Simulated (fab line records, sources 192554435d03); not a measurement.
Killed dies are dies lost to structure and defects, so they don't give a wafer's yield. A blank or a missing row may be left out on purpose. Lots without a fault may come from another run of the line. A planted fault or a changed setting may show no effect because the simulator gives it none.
fab line records | flow n5_finfet | part 1 of 2: steps 1 to 4 of 6
record lots=24 wafers=72 last_day=18
route steps=1938 shown DUMMY_GATE@246 SD_EPI_N@274 SD_EPI_P@314
lots that met no fault: from a run of the same line without faults
start_h: hours from the record's first day to the start of the lot's first wafer shown | wait_h: hours since the lot's step before | " the same as in the row above | L1.1+2: a row that stands for several wafers | - no value, or no start given | * or withheld: withheld | < > ~ a bound
route shown NAME@n: a module of which the file shows steps, and the number in the route of the first | usual: mean/standard deviation of fault-free wafers | same: alike in all rows | chamber/n: place in a boat | sites: the reading at each site | _std_site: their standard deviation | _edge_site: outer sites' mean less inner sites' | radius_mm: how far each site lies from the wafer's centre | mask NAME#n: copy n | behind: the tool/chamber that last shaped the wafer | hold: why the lot was held/for how many hours/how that ended | device: the transistor (n, p or np) that didn't switch | end of line: the same wafers' tests at the end of the route | a step without rows: its recipe alone | killed: dies lost to structure and defects at the first sort, not the wafer's yield | map: a wafer's dies, x killed, . not, _ none there
set.NAME: the setting as run; set.NAME@STEP: as run at that earlier step | model.NAME: the simulator's own value behind a step, which no gauge read
steps of the route over a sample of lots; a table a step, a row a wafer
services: from which hour (start_h, from the record's first day; less than 0 if before it) a tool's chamber was out of use, for how many hours, and why
## steps
# step N5_DUMMY_GATE_ETCH_32
# recipe chemistry=CF4 target=SiO2 target_depth_a=35 time_s=3.9 ion_energy_ev=350 pressure_mtorr=10 icp_w=800 bias_w=400 cf4_flow_sccm=80
# usual drypump_motor_current_A=5.5/0.49 oes_product_au=1.004/0.025 throttle_valve_pct=21.86/0.29
# columns lot.wafer tool chamber start_h wait_h drypump_motor_current_A oes_product_au rf_hours_counter_h throttle_valve_pct
L074.3 rie_si-05 0 45.87 0.1 5.7 1.044 181 22.25
L074.4 " 3 " " 5.4 0.980 73 21.53
L074.5 " 0 " " 5.7 1.034 - 22.25
L075.2 rie_si-05 1 54.45 0.1 6.3 1.029 41 21.68
L075.5 " 2 " " 5.0 0.988 - 22.09
L075.6 " 1 " " 6.3 1.030 - 21.70
L076.1 rie_si-05 3 69.35 0.1 5.4 0.964 74 21.55
L076.4 " 2 " " 5.0 0.987 127 22.06
L076.6 " 1 " " 6.3 1.016 - 21.69
L077.3 rie_si-01 2 73.38 0.1 5.0 0.986 93 21.40
L077.5 " 0 " " 5.7 1.007 - 22.01
L077.6 " 1 " " 5.8 0.963 - 22.30
L078.1 rie_si-04 2 77.23 0.1 5.0 1.036 6 21.58
L078.2 " 3 " " 5.1 1.033 73 22.08
L078.5 " 3 " " 5.1 1.045 - 22.07
L079.3 rie_si-04 1 81.34 0.1 4.9 0.979 19 22.04
L079.4 " 3 " " 5.1 1.033 73 22.09
L079.6 " 0 " " 5.7 0.996 - 21.65
L080.3 rie_si-04 0 85.18 0.1 5.7 0.989 85 21.68
L080.4 " 3 " " 5.1 1.041 73 22.07
L080.5 " 1 " " 4.9 0.977 - 22.02
L081.1 rie_si-04 0 90.45 0.1 5.7 0.985 85 21.67
L081.5 " 2 " " 5.0 1.011 - 21.56
L081.6 " 1 " " 4.9 0.967 - 22.04
L082.2 rie_si-05 2 94.74 0.1 5.0 0.990 128 22.06
L082.3 " 0 " " 5.7 1.037 182 22.24
L082.6 " 2 " " 5.0 0.993 - 22.09
L083.2 rie_si-04 2 104.25 0.1 4.9 1.007 7 21.57
L083.5 " 1 " " 4.9 0.985 - 22.04
L083.6 " 2 " " 4.9 1.007 - 21.57
L084.1 rie_si-01 3 107.46 0.1 6.3 1.021 58 21.53
L084.3 " 0 " " 5.7 1.004 128 22.03
L084.4 " 1 " " 5.8 0.965 84 22.32
L085.1 rie_si-01 3 116.48 0.1 6.3 1.027 58 21.53
L085.4 " 0 " " 5.7 1.010 128 22.01
L085.6 " 2 " " 5.0 0.974 - 21.40
L086.1 rie_si-04 3 125.95 0.1 5.1 1.036 74 22.08
L086.3 " 2 " " 4.9 1.023 7 21.59
L086.5 " 1 " " 4.9 0.979 - 22.03
L087.1 rie_si-01 0 130.94 0.1 5.7 1.013 128 22.02
L087.4 " 3 " " 6.3 1.030 58 21.52
L087.5 " 0 " " 5.7 1.008 - 22.03
L088.1 rie_si-04 2 137.08 0.1 4.9 1.019 7 21.59
L088.3 " 1 " " 4.9 0.976 20 22.05
L088.4 " 0 " " 5.7 0.989 85 21.66
L089.1 rie_si-01 2 140.95 0.1 5.0 0.965 94 21.40
L089.4 " 0 " " 5.7 1.007 128 22.02
L089.5 " 0 " " 5.7 1.007 - 22.00
L090.1 rie_si-05 0 149.44 0.1 5.7 1.052 182 22.26
L090.2 " 2 " " 5.1 1.006 129 22.09
L090.5 " 0 " " 5.7 1.052 - 22.25
L091.2 rie_si-05 3 156.53 0.1 5.4 0.968 76 21.56
L091.3 " 1 " " 6.2 1.018 43 21.69
L091.6 " 1 " " 6.3 1.014 - 21.69
L092.2 rie_si-01 1 157.30 0.1 5.8 0.971 85 22.30
L092.3 " 2 " " 5.0 0.977 94 21.39
L092.4 " 0 " " 5.7 1.007 129 22.03
L093.1 rie_si-01 3 164.35 0.1 6.3 1.033 59 21.53
L093.3 " 1 " " 5.8 0.972 85 22.31
L093.6 " 0 " " 5.7 1.013 - 22.02
L094.2 rie_si-04 1 165.96 0.1 4.9 0.974 21 22.04
L094.3 " 2 " " 5.0 1.025 8 21.58
L094.5 " 2 " " 5.0 1.014 - 21.57
L095.1 rie_si-04 3 173.11 0.1 5.1 1.029 74 22.05
L095.3 " 1 " " 4.9 0.985 21 22.03
L095.4 " 0 " " 5.7 0.999 86 21.67
L096.1 rie_si-05 3 182.69 0.1 5.4 0.969 76 21.54
L096.3 " 1 " " 6.3 1.025 43 21.69
L096.5 " 1 " " 6.3 1.031 - 21.69
L097.1 rie_si-01 0 184.62 0.1 5.7 1.013 129 22.04
L097.3 " 2 " " 5.0 0.984 95 21.40
L097.5 " 1 " " 5.8 0.974 - 22.31
# step N5_DUMMY_GATE_CD_MEAS_24
# recipe target_cd_nm=15
# usual cd_nm=15.0/0.38
# columns lot.wafer tool chamber start_h wait_h cd_nm
L074.3 cd_sem-02 - 46.08 0.1 14.9
L074.4 " - " " 15.0
L074.5 " - " " 14.9
L075.2 cd_sem-01 - 54.65 0.1 15.1
L075.5 " - " " 15.2
L075.6 " - " " 15.4
L076.1 cd_sem-01 - 69.55 0.1 14.9
L076.4 " - " " 15.4
L076.6 " - " " 14.8
L077.3 cd_sem-01 - 73.58 0.1 14.4
L077.5 " - " " 15.3
L077.6 " - " " 15.7
L078.1 cd_sem-01 - 77.43 0.1 14.5
L078.2 " - " " 14.3
L078.5 " - " " 15.2
L079.3 cd_sem-02 - 81.54 0.1 15.1
L079.4 " - " " 15.8
L079.6 " - " " 14.7
L080.3 cd_sem-03 - 85.38 0.1 14.6
L080.4 " - " " 14.9
L080.5 " - " " 15.0
L081.1 cd_sem-02 - 90.65 0.1 14.9
L081.5 " - " " 15.6
L081.6 " - " " 15.0
L082.2 cd_sem-02 - 94.94 0.1 15.2
L082.3 " - " " 14.7
L082.6 " - " " 15.0
L083.2 cd_sem-03 - 104.45 0.1 14.6
L083.5 " - " " 14.3
L083.6 " - " " 14.7
L084.1 cd_sem-01 - 107.66 0.1 14.2
L084.3 " - " " 15.0
L084.4 " - " " 15.0
L085.1 cd_sem-03 - 116.68 0.1 14.9
L085.4 " - " " 14.8
L085.6 " - " " 15.2
L086.1 cd_sem-02 - 126.15 0.1 15.4
L086.3 " - " " 15.2
L086.5 " - " " 15.0
L087.1 cd_sem-03 - 131.14 0.1 15.4
L087.4 " - " " 15.3
L087.5 " - " " 14.8
L088.1 cd_sem-01 - 137.28 0.1 15.1
L088.3 " - " " 14.6
L088.4 " - " " 15.4
L089.1 cd_sem-03 - 141.15 0.1 14.3
L089.4 " - " " 13.3
L089.5 " - " " 15.2
L090.1 cd_sem-02 - 149.64 0.1 15.0
L090.2 " - " " 14.8
L090.5 " - " " 15.0
L091.2 cd_sem-01 - 156.73 0.1 15.3
L091.3 " - " " 15.2
L091.6 " - " " 15.5
L092.2 cd_sem-01 - 157.50 0.1 15.3
L092.3 " - " " 15.0
L092.4 " - " " 14.7
L093.1 cd_sem-02 - 164.55 0.1 14.9
L093.3 " - " " 15.6
L093.6 " - " " 15.1
L094.2 cd_sem-03 - 166.16 0.1 15.2
L094.3 " - " " 15.2
L094.5 " - " " 15.0
L095.1 cd_sem-01 - 173.31 0.1 14.7
L095.3 " - " " 15.2
L095.4 " - " " 15.0
L096.1 cd_sem-03 - 182.89 0.1 14.6
L096.3 " - " " 15.1
L096.5 " - " " 15.3
L097.1 cd_sem-03 - 184.82 0.1 15.7
L097.3 " - " " 15.2
L097.5 " - " " 15.6
# step N5_SD_EPI_N_ETCH_34
# recipe chemistry=CF4 target=SiARC target_depth_a=455 mask_material=CAR-ArF-block time_s=75.8 ion_energy_ev=80 pressure_mtorr=40 source_w=545 bias_w=36 Ar_flow_sccm=100 cf4_flow_sccm=100 ends=cleared
# usual drypump_motor_current_A=6.0/0.49 etch_rf_on_time_s=75.8/1.9 oes_product_au=0.64/0.069 rf_vpp_V=183.7/1.2 showerhead_plenum_p_Torr=2.12/0.071 throttle_valve_pct=15.65/0.19
# columns lot.wafer tool chamber start_h wait_h drypump_motor_current_A etch_rf_on_time_s oes_product_au rf_hours_counter_h rf_vpp_V showerhead_plenum_p_Torr throttle_valve_pct
L074.3 rie_diel-04 3 47.36 0.0 6.4 77.9 0.58 250 184.2 2.20 16.03
L074.4 " 2 " " 5.6 78.3 0.63 - 183.2 2.04 15.70
L074.5 " 1 " " 6.3 73.7 0.60 - 183.7 2.12 15.53
L075.2 rie_diel-04 1 55.93 0.0 6.3 73.0 0.61 207 183.5 2.12 15.54
L075.5 " 2 " " 5.6 77.6 0.62 - 183.0 2.04 15.72
L075.6 " 3 " " 6.4 77.5 0.58 - 184.2 2.20 16.04
L076.1 rie_diel-02 0 71.27 0.0 5.3 76.0 0.63 169 182.5 2.05 15.46
L076.4 " 1 " " 6.2 76.6 0.63 178 184.2 2.22 15.55
L076.6 " 1 " " 6.2 76.9 0.63 - 186.1 2.22 15.52
L077.3 rie_diel-04 1 74.87 0.0 6.3 73.0 0.60 215 183.4 2.11 15.56
L077.5 " 1 " " 6.3 73.3 0.60 - 185.4 2.11 15.57
L077.6 " 2 " " 5.6 78.0 0.62 - 182.9 2.04 15.74
L078.1 rie_diel-04 1 78.71 0.0 6.3 73.5 0.60 216 184.1 2.11 15.56
L078.2 " 0 " " 6.7 77.0 0.58 219 182.2 2.03 15.92
L078.5 " 1 " " 6.3 73.5 0.61 - 183.0 2.11 15.56
L079.3 rie_diel-04 1 82.93 0.0 6.3 73.4 0.60 218 183.1 2.11 15.55
L079.4 " 0 " " 6.7 75.4 0.60 - 183.7 2.03 15.91
L079.6 " 2 " " 5.6 78.5 0.62 - 182.4 2.04 15.74
L080.3 rie_diel-02 3 87.11 0.0 5.6 72.2 0.66 142 184.8 2.14 15.52
L080.4 " 3 " " 5.6 72.5 0.66 - 183.0 2.14 15.51
L080.5 " 1 " " 6.2 77.3 0.62 - 185.7 2.22 15.55
L081.1 rie_diel-04 2 92.60 0.0 5.6 78.2 0.62 194 184.6 2.04 15.74
L081.5 " 0 " " 6.7 75.3 0.59 - 182.9 2.03 15.91
L081.6 " 3 " " 6.4 75.4 0.83 - 183.2 2.20 15.52
L082.2 rie_diel-04 3 97.45 0.0 6.4 75.9 0.81 4 184.7 2.20 15.52
L082.3 " 1 " " 6.3 73.6 0.60 223 182.8 2.11 15.57
L082.6 " 0 " " 6.7 75.6 0.60 - 182.2 2.03 15.94
L083.2 rie_diel-03 0 107.12 0.0 5.6 73.9 0.65 164 183.1 2.13 15.46
L083.5 " 1 " " 5.3 76.2 0.74 - 184.8 2.18 15.30
L083.6 " 0 " " 5.6 72.8 0.65 - 183.8 2.13 15.43
L084.1 rie_diel-04 1 109.04 0.0 6.3 74.1 0.60 227 184.0 2.11 15.58
L084.3 " 2 " " 5.6 78.8 0.61 200 182.8 2.04 15.76
L084.4 " 0 " " 6.7 76.6 0.58 230 183.7 2.03 15.94
L085.1 rie_diel-04 0 118.53 0.0 6.7 75.9 0.59 233 183.8 2.03 15.95
L085.4 " 3 " " 6.4 76.2 0.80 13 183.7 2.19 15.55
L085.6 " 3 " " 6.4 75.7 0.79 - 185.1 2.19 15.55
L086.1 rie_diel-04 2 128.45 0.0 5.6 78.2 0.61 206 181.8 2.03 15.76
L086.3 " 0 " " 6.7 76.1 0.58 236 182.5 2.03 15.95
L086.5 " 1 " " 6.3 73.7 0.59 - 183.9 2.11 15.59
L087.1 rie_diel-03 3 132.71 0.0 5.7 76.0 0.60 240 181.9 2.03 15.88
L087.4 " 0 " " 5.6 73.1 0.65 173 184.1 2.13 15.46
L087.5 " 0 " " 5.6 73.8 0.65 - 183.7 2.13 15.47
L088.1 rie_diel-04 2 139.38 0.0 5.6 78.7 0.60 210 184.9 2.03 15.77
L088.3 " 1 " " 6.3 73.4 0.59 237 184.5 2.11 15.59
L088.4 " 0 " " 6.7 76.2 0.58 240 182.8 2.02 15.97
L089.1 rie_diel-04 2 142.59 0.0 5.6 79.1 0.60 212 183.3 2.03 15.78
L089.4 " 3 " " 6.4 76.5 0.77 22 184.0 2.19 15.59
L089.5 " 1 " " 6.3 73.9 0.59 - 184.7 2.11 15.61
L090.1 rie_diel-02 1 151.16 0.0 6.2 77.4 0.61 205 185.4 2.21 15.58
L090.2 " 2 " " 5.2 77.2 0.60 219 184.0 2.20 15.92
L090.5 " 3 " " 5.7 72.4 0.65 - 182.6 2.14 15.56
L091.2 rie_diel-03 2 158.15 0.0 5.4 75.8 0.69 90 183.5 2.15 15.35
L091.3 " 0 " " 5.6 73.4 0.64 184 182.7 2.13 15.49
L091.6 " 1 " " 5.3 76.6 0.72 - 184.1 2.17 15.35
L092.2 rie_diel-02 3 158.94 0.0 5.6 72.1 0.64 167 183.1 2.13 15.57
L092.3 " 1 " " 6.2 76.0 0.61 209 184.8 2.21 15.60
L092.4 " 2 " " 5.2 75.8 0.60 223 184.5 2.20 15.91
L093.1 rie_diel-02 1 167.24 0.0 6.2 76.6 0.61 210 186.3 2.21 15.59
L093.3 " 3 " " 5.6 72.5 0.65 169 183.8 2.13 15.57
L093.6 " 2 " " 5.2 75.9 0.60 - 184.9 2.20 15.94
L094.2 rie_diel-04 1 167.97 0.0 6.3 74.2 0.58 249 184.5 2.10 15.63
L094.3 " 3 " " 6.4 76.4 0.75 32 182.9 2.19 15.58
L094.5 " 2 " " 5.6 79.4 0.59 - 183.6 2.03 15.79
L095.1 rie_diel-04 1 174.86 0.0 6.3 74.5 0.57 253 183.8 2.10 15.63
L095.3 " 2 " " 5.6 79.1 0.59 227 181.5 2.03 15.82
L095.4 " 2 " " 5.6 78.5 0.60 - 181.2 2.03 15.80
L096.1 rie_diel-04 0 184.67 0.0 6.7 74.5 0.83 0 186.1 2.28 15.48
L096.3 " 3 " " 6.4 75.3 0.76 38 184.0 2.18 15.59
L096.5 " 2 " " 5.6 78.1 0.60 - 182.1 2.03 15.82
L097.1 rie_diel-03 1 186.39 0.0 5.2 78.1 0.69 77 183.2 2.17 15.38
L097.3 " 0 " " 5.6 75.0 0.62 196 183.6 2.12 15.49
L097.5 " 2 " " 5.4 76.3 0.68 - 184.3 2.15 15.38
# step N5_SD_EPI_N_ETCH_16
# recipe chemistry=CHF3/O2 target=SiO2 target_depth_a=50 mask_material=SOC pressure_mtorr=30 source_w=650 bias_w=170 Ar_flow_sccm=200 CHF3_flow_sccm=50 O2_flow_sccm=5 ion_energy_ev=200
# usual drypump_motor_current_A=6.0/0.5 oes_o_777_au=0.75/0.079 oes_product_au=0.75/0.082 rf_vpp_V=528/11 showerhead_plenum_p_Torr=2.39/0.085 throttle_valve_pct=18.94/0.2
# columns lot.wafer tool chamber start_h wait_h drypump_motor_current_A oes_o_777_au oes_product_au rf_hours_counter_h rf_vpp_V showerhead_plenum_p_Torr throttle_valve_pct
L074.3 rie_diel-04 3 47.94 0.1 6.4 0.68 0.69 250 540 2.49 19.37
L074.4 " 2 " " 5.6 0.72 0.74 - 529 2.30 18.97
L074.5 " 1 " " 6.3 0.71 0.71 - 510 2.39 18.80
L075.2 rie_diel-04 1 56.51 0.1 6.3 0.71 0.70 207 510 2.38 18.78
L075.5 " 2 " " 5.6 0.72 0.74 - 527 2.29 18.97
L075.6 " 3 " " 6.4 0.68 0.68 - 542 2.49 19.37
L076.1 rie_diel-02 0 71.85 0.1 5.3 0.74 0.74 169 529 2.29 18.64
L076.4 " 1 " " 6.2 0.72 0.75 178 543 2.51 18.83
L076.6 " 1 " " 6.2 0.72 0.74 - 543 2.51 18.86
L077.3 rie_diel-04 1 75.45 0.1 6.3 0.70 0.70 215 510 2.38 18.81
L077.5 " 1 " " 6.3 0.70 0.70 - 510 2.38 18.82
L077.6 " 2 " " 5.6 0.71 0.73 - 527 2.29 18.98
L078.1 rie_diel-04 1 79.29 0.1 6.3 0.70 0.70 217 508 2.38 18.81
L078.2 " 0 " " 6.7 0.70 0.70 219 536 2.29 19.19
L078.5 " 1 " " 6.3 0.70 0.70 - 509 2.38 18.81
L079.3 rie_diel-04 1 83.51 0.1 6.3 0.70 0.70 218 510 2.38 18.82
L079.4 " 0 " " 6.7 0.71 0.69 - 537 2.28 19.19
L079.6 " 2 " " 5.6 0.71 0.72 - 527 2.29 18.99
L080.3 rie_diel-02 3 87.69 0.1 5.6 0.77 0.77 142 530 2.43 18.94
L080.4 " 3 " " 5.6 0.77 0.77 - 529 2.43 18.93
L080.5 " 1 " " 6.2 0.71 0.74 - 543 2.50 18.85
L081.1 rie_diel-04 2 93.18 0.1 5.6 0.71 0.73 194 528 2.29 19.00
L081.5 " 0 " " 6.7 0.70 0.69 - 536 2.28 19.21
L081.6 " 3 " " 6.4 0.95 0.97 - 540 2.48 18.95
L082.2 rie_diel-04 3 98.03 0.1 6.4 0.94 0.97 5 541 2.48 18.97
L082.3 " 1 " " 6.3 0.70 0.69 224 512 2.38 18.81
L082.6 " 0 " " 6.7 0.70 0.70 - 536 2.28 19.20
L083.2 rie_diel-03 0 107.70 0.1 5.6 0.75 0.76 164 529 2.40 18.69
L083.5 " 1 " " 5.3 0.87 0.89 - 524 2.43 18.49
L083.6 " 0 " " 5.6 0.75 0.77 - 529 2.40 18.69
L084.1 rie_diel-04 1 109.62 0.1 6.3 0.70 0.69 227 511 2.38 18.83
L084.3 " 2 " " 5.6 0.70 0.72 200 527 2.29 18.99
L084.4 " 0 " " 6.7 0.70 0.69 230 537 2.28 19.20
L085.1 rie_diel-04 0 119.11 0.1 6.7 0.69 0.70 233 538 2.28 19.21
L085.4 " 3 " " 6.4 0.91 0.94 13 539 2.48 18.95
L085.6 " 3 " " 6.4 0.92 0.95 - 540 2.48 18.96
L086.1 rie_diel-04 2 129.03 0.1 5.6 0.70 0.72 207 529 2.28 19.03
L086.3 " 0 " " 6.7 0.69 0.68 236 537 2.28 19.20
L086.5 " 1 " " 6.3 0.69 0.69 - 510 2.37 18.83
L087.1 rie_diel-03 3 133.29 0.1 5.7 0.72 0.70 240 496 2.29 19.17
L087.4 " 0 " " 5.6 0.74 0.75 173 529 2.39 18.72
L087.5 " 0 " " 5.6 0.74 0.75 - 529 2.39 18.72
L088.1 rie_diel-04 2 139.96 0.1 5.6 0.69 0.71 210 528 2.28 19.02
L088.3 " 1 " " 6.3 0.68 0.69 238 508 2.37 18.85
L088.4 " 0 " " 6.7 0.69 0.68 241 535 2.28 19.22
L089.1 rie_diel-04 2 143.17 0.1 5.6 0.70 0.71 212 527 2.28 19.04
L089.4 " 3 " " 6.4 0.89 0.91 22 540 2.48 18.98
L089.5 " 1 " " 6.3 0.69 0.68 - 510 2.37 18.84
L090.1 rie_diel-02 1 151.74 0.1 6.3 0.70 0.72 205 542 2.50 18.89
L090.2 " 2 " " 5.2 0.71 0.71 220 524 2.49 19.23
L090.5 " 3 " " 5.6 0.75 0.75 - 530 2.43 18.97
L091.2 rie_diel-03 2 158.73 0.1 5.4 0.82 0.82 90 535 2.42 18.65
L091.3 " 0 " " 5.7 0.73 0.75 184 530 2.39 18.73
L091.6 " 1 " " 5.3 0.84 0.85 - 524 2.43 18.53
L092.2 rie_diel-02 3 159.52 0.1 5.6 0.74 0.75 167 528 2.42 18.95
L092.3 " 1 " " 6.2 0.70 0.71 209 543 2.50 18.91
L092.4 " 2 " " 5.2 0.71 0.70 224 524 2.48 19.24
L093.1 rie_diel-02 1 167.82 0.1 6.2 0.70 0.72 210 542 2.49 18.92
L093.3 " 3 " " 5.6 0.75 0.75 169 531 2.42 18.99
L093.6 " 2 " " 5.2 0.72 0.71 - 524 2.48 19.24
L094.2 rie_diel-04 1 168.55 0.1 6.3 0.68 0.67 250 509 2.37 18.86
L094.3 " 3 " " 6.4 0.87 0.90 32 540 2.47 18.98
L094.5 " 2 " " 5.6 0.68 0.70 - 526 2.28 19.04
L095.1 rie_diel-04 1 175.44 0.1 6.3 0.68 0.68 253 509 2.37 18.87
L095.3 " 2 " " 5.6 0.69 0.70 227 527 2.28 19.05
L095.4 " 2 " " 5.6 0.68 0.70 - 526 2.28 19.05
L096.1 rie_diel-04 0 185.25 0.1 6.7 0.97 0.96 1 544 2.56 18.83
L096.3 " 3 " " 6.4 0.87 0.88 38 539 2.47 18.98
L096.5 " 2 " " 5.6 0.68 0.70 - 526 2.28 19.06
L097.1 rie_diel-03 1 186.97 0.1 5.3 0.82 0.83 77 526 2.42 18.57
L097.3 " 0 " " 5.6 0.72 0.73 196 530 2.38 18.74
L097.5 " 2 " " 5.4 0.81 0.80 - 535 2.42 18.67
